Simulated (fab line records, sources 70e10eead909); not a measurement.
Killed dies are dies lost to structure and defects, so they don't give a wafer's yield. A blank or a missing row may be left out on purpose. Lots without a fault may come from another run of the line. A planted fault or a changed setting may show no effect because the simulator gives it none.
Chamber matching | flow nand_harc | NHARC_A_BONDPAD_CMP_29 on cmp-04: 4 sister chambers
The step polishes SiCN, target thk 200 nm. 4 wafers are shown with their chamber, then 7 later ones without.

WAFERS WITH THEIR CHAMBER
wafer  | chamber | motor_current_A (A)
L090.1 | 2       | 10.0
L090.2 | 3       | 11.6
L095.1 | 0       | 10.0
L095.2 | 1       | 12.9

WAFERS WITHOUT THEIR CHAMBER
wafer  | motor_current_A (A)
L095.5 | 10.5
L097.1 | 10.0
L097.2 | 10.9
L097.3 | 10.2
L097.4 | 13.2
L097.5 | 11.7
L097.6 | 10.4

WHICH CHAMBER EACH WENT THROUGH
wafer  | from the rows above          | in truth
L095.5 | can't be placed: 0 or 2 or 3 | 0
L097.1 | can't be placed: 0 or 2      | 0
L097.2 | can't be placed: 3 or 0 or 2 | 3
L097.3 | can't be placed: 0 or 2      | 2
L097.4 | 1                            | 1
L097.5 | 3                            | 3
L097.6 | can't be placed: 0 or 2      | 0
Placed correctly: 2 of 7. Can't be placed from these rows: 5 (the true chamber is among the candidates in 5). Placed wrongly: 0.
How it was worked out, from the rows above alone: a wafer's distance from a chamber is the root of the sum, over the readings, of the square of ((its reading less the chamber's mean) divided by the reading's scatter). The wafer belongs to the nearest chamber; if the next one is less than 2 further off, it can't be placed. A chamber's mean is the mean of its shown wafers. The scatter: with one shown wafer a chamber, the root of the mean of the squares of how far each hidden wafer lies from its nearest shown one.
